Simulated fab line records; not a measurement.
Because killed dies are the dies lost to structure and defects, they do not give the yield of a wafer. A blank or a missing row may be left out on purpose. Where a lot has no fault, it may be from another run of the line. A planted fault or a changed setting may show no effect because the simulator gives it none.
fab line records | flow nand_harc
record lots=13 | wafers=39 | last_day=34
route steps=1302 shown A_M1@1199 A_BONDPAD@1220
lots untouched by any fault: they come from a run of this same line in which no faults occurred
start_h: hours from the record's opening day to when the first of the lot's shown wafers began | wait_h: hours since the lot's step before | " repeats the value in the row above | L1.1+2: a single row standing in for several wafers | - no value, or no start was given | * or withheld: withheld | < > ~ a bound
route shown NAME@n: NAME is a module with steps in the file, n the number in the route of the first one | usual: mean and standard deviation over wafers with no fault | same: alike in all rows | chamber/n: place in a boat | sites: readings site by site | _std_site: how widely they spread, as a standard deviation | _edge_site: outer sites' mean less inner sites' | radius_mm: how far each site lies from the wafer's centre | mask NAME#n: copy n | behind: the tool/chamber that last shaped the wafer | hold: cause of the lot's hold/its duration in hours/its outcome | device: transistor that didn't switch, given as n, p or np | end of line: the same wafers' tests at the end of the route | step lacking rows: just its recipe | killed: dies lost to structure and defects at the first sort, not the wafer's yield | map: shows each die of a wafer: x if killed, . if not, _ if none is there
set.NAME: the setting as run; set.NAME@STEP: as run at that earlier step | model.NAME: the simulator's own value behind a step, which no gauge read
a sample of lots followed through the steps of the route, with each step as a table and each wafer as a row
services: a tool's chamber out of use, with start hour (start_h, from the record's first day; less than 0 if before it), hours out, and reason
## steps
# step NHARC_A_M1_INSPECT_27
# usual raw_defect_count=527/110
lot.wafer | tool              | chamber | start_h | wait_h | raw_defect_count
L914.2    | defect_inspect-01 | -       | 532.11  | 0.0    | 476
L914.3    | "                 | -       | "       | "      | 553
L914.6    | "                 | -       | "       | "      | 381
L916.1    | defect_inspect-01 | -       | 543.36  | 0.0    | 378
L916.5    | "                 | -       | "       | "      | 484
L916.6    | "                 | -       | "       | "      | 490
L915.1    | defect_inspect-01 | -       | 547.45  | 0.0    | 538
L915.4    | "                 | -       | "       | "      | 635
L915.6    | "                 | -       | "       | "      | 560
L917.1    | defect_inspect-01 | -       | 559.07  | 0.0    | 445
L917.5    | "                 | -       | "       | "      | 341
L917.6    | "                 | -       | "       | "      | 425
L919.2    | defect_inspect-02 | -       | 564.27  | 0.0    | 736
L919.3    | "                 | -       | "       | "      | 656
L919.6    | "                 | -       | "       | "      | 583
L918.2    | defect_inspect-02 | -       | 565.63  | 0.0    | 528
L918.5    | "                 | -       | "       | "      | 522
L918.6    | "                 | -       | "       | "      | 730
L927.3    | defect_inspect-01 | -       | 662.39  | 0.0    | 566
L927.5    | "                 | -       | "       | "      | 511
L927.6    | "                 | -       | "       | "      | 751
L928.1    | defect_inspect-02 | -       | 671.67  | 0.0    | 327
L928.5    | "                 | -       | "       | "      | 523
L928.6    | "                 | -       | "       | "      | 347
L930.1    | defect_inspect-02 | -       | 693.38  | 0.0    | 707
L930.2    | "                 | -       | "       | "      | 567
L930.5    | "                 | -       | "       | "      | 528
L932.1    | defect_inspect-02 | -       | 715.79  | 0.0    | 476
L932.3    | "                 | -       | "       | "      | 511
L932.4    | "                 | -       | "       | "      | 411
L935.1    | defect_inspect-02 | -       | 739.38  | 0.0    | 440
L935.4    | "                 | -       | "       | "      | 476
L935.5    | "                 | -       | "       | "      | 493
L936.2    | defect_inspect-01 | -       | 754.74  | 0.0    | 543
L936.3    | "                 | -       | "       | "      | 434
L936.6    | "                 | -       | "       | "      | 542
L937.3    | defect_inspect-01 | -       | 778.30  | 0.0    | 518
L937.5    | "                 | -       | "       | "      | 453
L937.6    | "                 | -       | "       | "      | 553
# step NHARC_A_BONDPAD_ETCH_12
# recipe target_depth_a=2200 | time_s=110 | chf3_flow_sccm=50 | o2_flow_sccm=10 | ar_flow_sccm=200 | rf_w=500 | bias_w=200 | chemistry=CHF3/O2
# usual bias_w=200.0/0.62 | drypump_motor_current_A=5.5/0.41 | oes_product_au=0.942/0.023 | rf_vpp_V=369.2/1.6 | run_length_s=131.4/0.44 | showerhead_plenum_p_Torr=2.34/0.066 | throttle_valve_pct=20.572/0.0083
lot.wafer | tool        | chamber | start_h | wait_h | bias_w | drypump_motor_current_A | oes_product_au | rf_hours_counter_h | rf_vpp_V | run_length_s | showerhead_plenum_p_Torr | throttle_valve_pct
L914.2    | rie_diel-05 | 1       | 534.63  | -      | 199.4  | 5.5                     | 0.915          | 4                  | 368.0    | 131.2        | 2.31                     | 20.578
L914.3    | "           | 2       | "       | "      | 199.3  | 5.8                     | 0.916          | 4                  | 368.7    | 131.7        | 2.29                     | 20.572
L914.6    | "           | 0       | "       | "      | 201.3  | 4.8                     | 0.914          | -                  | 369.3    | 131.5        | 2.34                     | 20.578
L916.1    | rie_diel-06 | 0       | 546.48  | -      | 200.2  | 5.0                     | 0.927          | 9                  | 375.0    | 131.7        | 2.58                     | 20.571
L916.5    | "           | 2       | "       | "      | 200.0  | 6.0                     | 0.910          | -                  | 367.9    | 130.7        | 2.27                     | 20.580
L916.6    | "           | 3       | "       | "      | 199.9  | 5.6                     | 0.927          | -                  | 367.4    | 130.9        | 2.27                     | 20.573
L915.4    | rie_diel-05 | 2       | 549.64  | -      | 200.5  | 5.8                     | 0.929          | 4                  | 367.8    | 132.1        | 2.29                     | 20.580
L915.1    | "           | 3       | "       | "      | 199.8  | 5.8                     | 0.924          | 4                  | 369.0    | 131.1        | 2.38                     | 20.561
L915.6    | "           | 2       | "       | "      | 199.8  | 5.8                     | 0.915          | -                  | 368.2    | 131.8        | 2.29                     | 20.574
L917.1    | rie_diel-05 | 0       | 561.41  | -      | 200.2  | 4.8                     | 0.969          | 5                  | 369.7    | 131.7        | 2.34                     | 20.555
L917.6    | "           | 1       | "       | "      | 199.4  | 5.5                     | 0.940          | -                  | 370.1    | 130.7        | 2.31                     | 20.587
L917.5    | "           | 2       | "       | "      | 200.7  | 5.8                     | 0.953          | -                  | 367.7    | 132.0        | 2.29                     | 20.577
L919.3    | rie_diel-05 | 0       | 566.47  | -      | 200.9  | 4.8                     | 0.915          | 5                  | 368.4    | 131.5        | 2.34                     | 20.572
L919.2    | "           | 1       | "       | "      | 199.6  | 5.5                     | 0.918          | 5                  | 368.7    | 130.5        | 2.31                     | 20.568
L919.6    | "           | 2       | "       | "      | 200.7  | 5.8                     | 0.921          | -                  | 367.0    | 131.8        | 2.29                     | 20.570
L918.2    | rie_diel-05 | 1       | 567.96  | -      | 200.9  | 5.5                     | 0.956          | 5                  | 367.6    | 131.0        | 2.31                     | 20.561
L918.6    | "           | 2       | "       | "      | 200.9  | 5.8                     | 0.949          | -                  | 367.7    | 131.9        | 2.29                     | 20.572
L918.5    | "           | 3       | "       | "      | 200.4  | 5.8                     | 0.964          | -                  | 368.8    | 131.7        | 2.38                     | 20.571
L927.3    | rie_diel-05 | 2       | 664.95  | -      | 200.3  | 5.8                     | 0.965          | 1                  | 369.0    | 132.2        | 2.29                     | 20.576
L927.5    | "           | 0       | "       | "      | 199.2  | 4.8                     | 0.985          | -                  | 368.9    | 131.3        | 2.34                     | 20.579
L927.6    | "           | 1       | "       | "      | -      | 5.5                     | 1.000          | -                  | 369.5    | 114.2        | 2.31                     | 20.566
L928.1    | rie_diel-05 | 2       | 674.12  | -      | -      | 5.8                     | 0.964          | 2                  | 369.5    | 115.2        | 2.29                     | 20.558
L928.5    | "           | 1       | "       | "      | 200.1  | 5.5                     | 0.970          | -                  | 368.1    | 130.6        | 2.31                     | 20.571
L928.6    | "           | 2       | "       | "      | -      | 5.8                     | 0.948          | -                  | 369.0    | 115.2        | 2.29                     | 20.568
L930.2    | rie_diel-06 | 2       | 695.62  | -      | 198.9  | 6.0                     | 0.934          | 5                  | 368.3    | 131.6        | 2.26                     | 20.579
L930.1    | "           | 3       | "       | "      | 200.5  | 5.6                     | 0.929          | 5                  | 367.9    | 130.9        | 2.26                     | 20.573
L930.5    | "           | 1       | "       | "      | 199.7  | 5.3                     | 0.910          | -                  | 369.7    | 131.7        | 2.34                     | 20.583
L932.3    | rie_diel-11 | 0       | 718.10  | -      | 199.8  | 5.3                     | 0.929          | 35                 | 366.5    | 132.5        | 2.25                     | 20.565
L932.1    | "           | 2       | "       | "      | 200.8  | 6.0                     | 0.931          | 38                 | 373.2    | 131.3        | 2.51                     | 20.583
L932.4    | "           | 3       | "       | "      | 199.2  | 5.5                     | 0.927          | 37                 | 369.9    | 131.8        | 2.45                     | 20.565
L935.1    | rie_diel-05 | 3       | 741.69  | -      | 200.7  | 5.8                     | 0.929          | 3                  | 370.6    | 131.2        | 2.38                     | 20.551
L935.4    | "           | 0       | "       | "      | 200.2  | 4.8                     | 0.917          | 3                  | 368.9    | 131.3        | 2.34                     | 20.570
L935.5    | "           | 3       | "       | "      | 200.1  | 5.8                     | 0.930          | -                  | 370.7    | 131.7        | 2.38                     | 20.573
L936.2    | rie_diel-05 | 1       | 757.04  | -      | 200.3  | 5.5                     | 0.947          | 4                  | 366.5    | 130.8        | 2.31                     | 20.576
L936.3    | "           | 0       | "       | "      | 201.4  | 4.8                     | 0.932          | 4                  | 370.0    | 131.1        | 2.34                     | 20.566
L936.6    | "           | 1       | "       | "      | 199.6  | 5.5                     | 0.933          | -                  | 368.1    | 130.8        | 2.31                     | 20.552
L937.3    | rie_diel-05 | 0       | 780.50  | -      | 200.5  | 4.8                     | 0.979          | 0                  | 369.5    | 131.3        | 2.34                     | 20.563
L937.5    | "           | 2       | "       | "      | 200.4  | 5.8                     | 0.964          | -                  | 367.9    | 131.8        | 2.29                     | 20.559
L937.6    | "           | 3       | "       | "      | 200.8  | 5.8                     | 0.978          | -                  | 369.3    | 131.7        | 2.38                     | 20.588
# step NHARC_A_BONDPAD_STRIP_15
# recipe o2_flow_sccm=500 | ar_flow_sccm=0 | bias_w=0 | chemistry=O2
# usual drypump_motor_current_A=5.5/0.39 | oes_product_au=0.999/0.012 | rf_vpp_V=57.6/0.87 | showerhead_plenum_p_Torr=3.45/0.13 | throttle_valve_pct=17.036/0.0098
# same bias_w=0
lot.wafer | tool        | chamber | start_h | wait_h | drypump_motor_current_A | oes_product_au | rf_hours_counter_h | rf_vpp_V | showerhead_plenum_p_Torr | throttle_valve_pct
L914.3    | rie_diel-06 | 1       | 534.87  | 0.1    | 5.3                     | 0.972          | 7                  | 58.2     | 3.45                     | 17.036
L914.2    | "           | 3       | "       | "      | 5.6                     | 0.987          | 7                  | 59.0     | 3.34                     | 17.039
L914.6    | "           | 0       | "       | "      | 5.0                     | 0.989          | -                  | 56.8     | 3.79                     | 17.034
L916.1    | rie_diel-05 | 3       | 546.72  | 0.1    | 5.8                     | 0.999          | 4                  | 57.2     | 3.50                     | 17.056
L916.5    | "           | 0       | "       | "      | 4.8                     | 0.990          | -                  | 58.3     | 3.44                     | 17.041
L916.6    | "           | 1       | "       | "      | 5.5                     | 0.985          | -                  | 56.7     | 3.40                     | 17.049
L915.4    | rie_diel-05 | 1       | 549.88  | 0.1    | 5.5                     | 0.988          | 4                  | 58.1     | 3.40                     | 17.041
L915.1    | "           | 2       | "       | "      | 5.8                     | 0.987          | 4                  | 57.7     | 3.37                     | 17.024
L915.6    | "           | 0       | "       | "      | 4.8                     | 0.986          | -                  | 55.5     | 3.44                     | 17.037
L917.1    | rie_diel-06 | 2       | 561.61  | 0.1    | 6.1                     | 0.994          | 11                 | 57.2     | 3.34                     | 17.055
L917.6    | "           | 1       | "       | "      | 5.3                     | 0.978          | -                  | 56.9     | 3.45                     | 17.036
L917.5    | "           | 2       | "       | "      | 6.0                     | 0.997          | -                  | 56.9     | 3.34                     | 17.046
L919.2    | rie_diel-05 | 2       | 566.67  | 0.1    | 5.8                     | 0.998          | 5                  | 58.0     | 3.37                     | 17.023
L919.3    | "           | 1       | "       | "      | 5.5                     | 0.998          | 5                  | 58.2     | 3.40                     | 17.033
L919.6    | "           | 2       | "       | "      | 5.8                     | 0.987          | -                  | 56.5     | 3.37                     | 17.047
L918.2    | rie_diel-06 | 3       | 568.15  | 0.1    | 5.6                     | 0.998          | 11                 | 57.6     | 3.34                     | 17.025
L918.5    | "           | 3       | "       | "      | 5.7                     | 0.995          | -                  | 58.0     | 3.34                     | 17.046
L918.6    | "           | 0       | "       | "      | 5.0                     | 0.996          | -                  | 58.8     | 3.79                     | 17.036
L927.3    | rie_diel-11 | 3       | 665.14  | 0.1    | 5.5                     | 0.997          | 20                 | 57.8     | 3.60                     | 17.036
L927.6    | "           | 3       | "       | "      | 5.5                     | 0.981          | -                  | 60.3     | 3.60                     | 17.039
L927.5    | "           | 0       | "       | "      | 5.3                     | 1.012          | -                  | 58.5     | 3.32                     | 17.052
L928.1    | rie_diel-06 | 2       | 674.33  | 0.1    | 6.1                     | 0.995          | 1                  | 58.2     | 3.33                     | 17.053
L928.6    | "           | 2       | "       | "      | 6.0                     | 1.001          | -                  | 58.3     | 3.33                     | 17.024
L928.5    | "           | 3       | "       | "      | 5.6                     | 0.994          | -                  | 59.0     | 3.33                     | 17.025
L930.1    | rie_diel-05 | 1       | 695.82  | 0.1    | 5.5                     | 1.022          | 2                  | 57.6     | 3.40                     | 17.043
L930.2    | "           | 2       | "       | "      | 5.7                     | 1.008          | 2                  | 56.0     | 3.37                     | 17.042
L930.5    | "           | 2       | "       | "      | 5.8                     | 1.008          | -                  | 55.4     | 3.37                     | 17.022
L932.4    | rie_diel-11 | 2       | 718.34  | 0.1    | 6.0                     | 1.004          | 38                 | 58.6     | 3.68                     | 17.028
L932.1    | "           | 3       | "       | "      | 5.5                     | 0.994          | 37                 | 58.4     | 3.59                     | 17.030
L932.3    | "           | 0       | "       | "      | 5.3                     | 1.011          | 35                 | 56.3     | 3.31                     | 17.031
L935.1    | rie_diel-05 | 1       | 741.90  | 0.1    | 5.5                     | 1.031          | 3                  | 56.7     | 3.40                     | 17.043
L935.4    | "           | 3       | "       | "      | 5.9                     | 1.007          | 3                  | 57.3     | 3.50                     | 17.036
L935.5    | "           | 2       | "       | "      | 5.8                     | 1.018          | -                  | 58.9     | 3.37                     | 17.032
L936.2    | rie_diel-05 | 2       | 757.25  | 0.1    | 5.8                     | 1.013          | 3                  | 57.5     | 3.37                     | 17.036
L936.3    | "           | 0       | "       | "      | 4.8                     | 1.007          | 4                  | 57.5     | 3.43                     | 17.035
L936.6    | "           | 3       | "       | "      | 5.8                     | 1.002          | -                  | 56.8     | 3.50                     | 17.021
L937.3    | rie_diel-05 | 1       | 780.70  | 0.1    | 5.5                     | 1.009          | 0                  | 58.1     | 3.40                     | 17.033
L937.6    | "           | 1       | "       | "      | 5.5                     | 1.010          | -                  | 57.1     | 3.40                     | 17.035
L937.5    | "           | 2       | "       | "      | 5.8                     | 0.999          | -                  | 56.5     | 3.37                     | 17.055
# step NHARC_A_BONDPAD_ETCH_24
# recipe target_depth_a=300 | over_etch_frac=0.3 | time_s=72.99 | ion_energy_ev=150 | cf4_flow_sccm=50 | n2_flow_sccm=100 | ar_flow_sccm=150 | rf_w=300 | bias_w=100 | chemistry=CF4/N2
# usual bias_w=99.96/0.25 | drypump_motor_current_A=5.5/0.41 | n2_flow_sccm=100.0/0.31 | oes_product_au=0.999/0.011 | rf_vpp_V=313.1/1.8 | run_length_s=94.3/0.45 | showerhead_plenum_p_Torr=2.57/0.1 | throttle_valve_pct=19.794/0.0082
lot.wafer | tool        | chamber | start_h | wait_h | bias_w | drypump_motor_current_A | n2_flow_sccm | oes_product_au | rf_hours_counter_h | rf_vpp_V | run_length_s | showerhead_plenum_p_Torr | throttle_valve_pct
L914.3    | rie_diel-06 | 0       | -       | -      | 99.75  | 4.9                     | 100.1        | 0.995          | 7                  | 317.0    | 95.0         | 2.82                     | 19.799
L914.2    | "           | 2       | "       | "      | 99.92  | 6.0                     | 99.8         | 0.995          | 8                  | 311.3    | 94.3         | 2.48                     | 19.783
L914.6    | "           | 0       | "       | "      | 100.20 | 5.0                     | 100.2        | 0.983          | -                  | 315.9    | 95.0         | 2.82                     | 19.800
L916.1    | rie_diel-05 | 2       | -       | -      | 99.11  | 5.8                     | 100.0        | 0.984          | 4                  | 312.4    | 94.6         | 2.51                     | 19.786
L916.5    | "           | 3       | "       | "      | 100.09 | 5.8                     | 100.0        | 0.996          | -                  | 314.1    | 94.1         | 2.60                     | 19.780
L916.6    | "           | 0       | "       | "      | 99.97  | 4.8                     | 99.8         | 0.995          | -                  | 312.4    | 94.1         | 2.56                     | 19.804
L915.1    | rie_diel-05 | 1       | -       | -      | 99.97  | 5.5                     | 99.8         | 0.976          | 5                  | 313.2    | 94.0         | 2.53                     | 19.789
L915.4    | "           | 2       | "       | "      | 99.87  | 5.8                     | 100.7        | 0.993          | 4                  | 313.7    | 94.5         | 2.51                     | 19.810
L915.6    | "           | 1       | "       | "      | 100.22 | 5.5                     | 99.6         | 0.979          | -                  | 313.1    | 94.0         | 2.53                     | 19.806
L917.1    | rie_diel-06 | 3       | -       | -      | 100.26 | 5.5                     | 99.7         | 0.995          | 11                 | 311.2    | 94.6         | 2.48                     | 19.785
L917.5    | "           | 2       | "       | "      | 100.17 | 6.0                     | 100.1        | 0.996          | -                  | 310.7    | 94.0         | 2.48                     | 19.792
L917.6    | "           | 3       | "       | "      | 100.22 | 5.6                     | 99.6         | 0.992          | -                  | 312.3    | 94.2         | 2.48                     | 19.793
L919.3    | rie_diel-05 | 0       | -       | -      | 99.68  | 4.8                     | 99.8         | 0.990          | 5                  | 313.5    | 94.5         | 2.56                     | 19.799
L919.2    | "           | 1       | "       | "      | 99.80  | 5.5                     | 99.9         | 1.000          | 5                  | 311.7    | 93.8         | 2.53                     | 19.785
L919.6    | "           | 0       | "       | "      | 100.04 | 4.8                     | 99.7         | 0.998          | -                  | 311.0    | 94.2         | 2.56                     | 19.780
L918.2    | rie_diel-06 | 3       | -       | -      | 100.02 | 5.6                     | 100.0        | 0.997          | 11                 | 311.9    | 94.3         | 2.48                     | 19.799
L918.5    | "           | 1       | "       | "      | 99.82  | 5.3                     | 100.4        | 0.982          | -                  | 313.3    | 94.7         | 2.56                     | 19.785
L918.6    | "           | 2       | "       | "      | 99.88  | 6.0                     | 99.7         | 0.988          | -                  | 311.0    | 93.9         | 2.48                     | 19.798
L927.3    | rie_diel-11 | 0       | -       | -      | 99.48  | 5.3                     | 100.1        | 1.020          | 17                 | 309.8    | 94.7         | 2.47                     | 19.776
L927.5    | "           | 3       | "       | "      | 99.56  | 5.5                     | 99.7         | 0.995          | -                  | 314.5    | 94.7         | 2.68                     | 19.797
L927.6    | "           | 0       | "       | "      | 99.92  | 5.3                     | 100.0        | 1.009          | -                  | 310.4    | 95.0         | 2.47                     | 19.786
L928.1    | rie_diel-06 | 3       | -       | -      | 100.18 | 5.6                     | 99.8         | 0.997          | 1                  | 312.3    | 94.1         | 2.48                     | 19.784
L928.6    | "           | 3       | "       | "      | 100.40 | 5.6                     | 100.4        | 0.991          | -                  | 311.1    | 94.3         | 2.48                     | 19.794
L928.5    | "           | 0       | "       | "      | 99.93  | 4.9                     | 100.3        | 0.993          | -                  | 316.5    | 94.3         | 2.81                     | 19.784
L930.1    | rie_diel-05 | 0       | -       | -      | 99.71  | 4.8                     | 100.4        | 1.004          | 2                  | 312.8    | 94.1         | 2.56                     | 19.803
L930.2    | "           | 2       | "       | "      | 100.04 | 5.8                     | 100.1        | 1.012          | 2                  | 312.6    | 94.6         | 2.51                     | 19.777
L930.5    | "           | 0       | "       | "      | 99.73  | 4.8                     | 100.4        | 1.007          | -                  | 313.5    | 94.1         | 2.56                     | 19.813
L932.1    | rie_diel-11 | 1       | -       | -      | 99.74  | 6.4                     | 100.3        | 1.025          | 37                 | 315.5    | 93.6         | 2.77                     | 19.797
L932.4    | "           | 2       | "       | "      | 100.08 | 6.0                     | 99.7         | 1.018          | 38                 | 314.6    | 94.1         | 2.74                     | 19.797
L932.3    | "           | 3       | "       | "      | 99.79  | 5.5                     | 99.9         | 0.997          | 37                 | 315.3    | 94.6         | 2.67                     | 19.805
L935.1    | rie_diel-05 | 1       | -       | -      | 99.96  | 5.5                     | 100.1        | 1.025          | 3                  | 313.1    | 93.5         | 2.53                     | 19.792
L935.4    | "           | 0       | "       | "      | 100.14 | 4.8                     | 99.5         | 0.999          | 3                  | 313.5    | 94.3         | 2.55                     | 19.792
L935.5    | "           | 2       | "       | "      | 100.13 | 5.7                     | 100.2        | 1.018          | -                  | 310.6    | 95.0         | 2.51                     | 19.798
L936.2    | rie_diel-05 | 2       | -       | -      | 99.80  | 5.8                     | 100.0        | 1.008          | 3                  | 311.4    | 95.3         | 2.51                     | 19.802
L936.3    | "           | 0       | "       | "      | 99.99  | 4.8                     | 99.8         | 0.994          | 4                  | 312.4    | 94.4         | 2.56                     | 19.801
L936.6    | "           | 3       | "       | "      | 99.91  | 5.8                     | 100.2        | 1.001          | -                  | 313.7    | 94.6         | 2.60                     | 19.794
L937.3    | rie_diel-05 | 1       | -       | -      | 99.81  | 5.5                     | 100.2        | 1.008          | 0                  | 313.1    | 93.5         | 2.53                     | 19.796
L937.5    | "           | 1       | "       | "      | 99.99  | 5.5                     | 100.4        | 1.010          | -                  | 311.8    | 93.5         | 2.53                     | 19.797
L937.6    | "           | 2       | "       | "      | 99.78  | 5.8                     | 100.0        | 1.002          | -                  | 312.4    | 94.5         | 2.51                     | 19.795
## services
tool        | chamber | start_h | hours | kind
rie_diel-05 | 0       | 513.67  | -     | clean
rie_diel-05 | 1       | 513.67  | -     | clean
rie_diel-05 | 2       | 513.67  | -     | clean
rie_diel-05 | 3       | 513.67  | -     | clean
rie_diel-05 | 3       | 529.86  | 7.3   | repair
rie_diel-05 | 0       | 538.17  | -     | clean
rie_diel-05 | 1       | 538.17  | -     | clean
rie_diel-05 | 2       | 538.17  | -     | clean
rie_diel-05 | 3       | 538.17  | -     | clean
rie_diel-11 | 2       | 564.00  | 30.2  | repair
rie_diel-05 | -       | 583.62  | 9.0   | pm
rie_diel-05 | 0       | 595.95  | 1.7   | repair
rie_diel-06 | 0       | 600.53  | 8.0   | repair
rie_diel-11 | 1       | 609.25  | 2.6   | repair
rie_diel-11 | -       | 614.22  | 9.0   | pm
rie_diel-06 | -       | 661.23  | 9.0   | pm
rie_diel-11 | 0       | 666.53  | 5.0   | repair
rie_diel-11 | 2       | 724.01  | 20.3  | repair
rie_diel-11 | 0       | 730.90  | 4.9   | repair
rie_diel-06 | 2       | 743.08  | 4.0   | repair
rie_diel-05 | -       | 753.96  | 0.3   | repair
rie_diel-06 | 0       | 755.14  | 10.5  | repair
rie_diel-05 | -       | 760.62  | 9.0   | pm
rie_diel-11 | 0       | 774.92  | 4.4   | repair
## key
first_sign step=NHARC_A_BONDPAD_ETCH_12 | reading=run_length_s | direction=down | sigmas=37 | usual=* | struck=*
effect none on later readings
met_at NHARC_A_BONDPAD_ETCH_12
struck_lots L927,L928
struck_wafers L927.6,L928.1,L928.6
later_rows_left_out L927.6,L928.1,L928.6
sort_left_out L927.6,L928.1,L928.6
not_acting_at NHARC_A_M1_INSPECT_27,NHARC_A_BONDPAD_STRIP_15,NHARC_A_BONDPAD_ETCH_24
onset_between 567.96 664.95
fault kind=process_parameter_drift | tool=rie_diel-05 | chamber=- | onset_h=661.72 | steps=NHARC_A_BONDPAD_ETCH_12 | channel=time_s | offset=* | shape=step | end_h=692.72 | scope=struck_wafers_only | acts_in=* | stated=*
# sort_left_out: the simulated sort isn't trusted on such a fault, so these wafers' sort isn't shown, and their yield isn't known
# later_rows_left_out: the simulator's readings of these wafers behind a module that went badly wrong aren't trusted and aren't shown, but for the sort
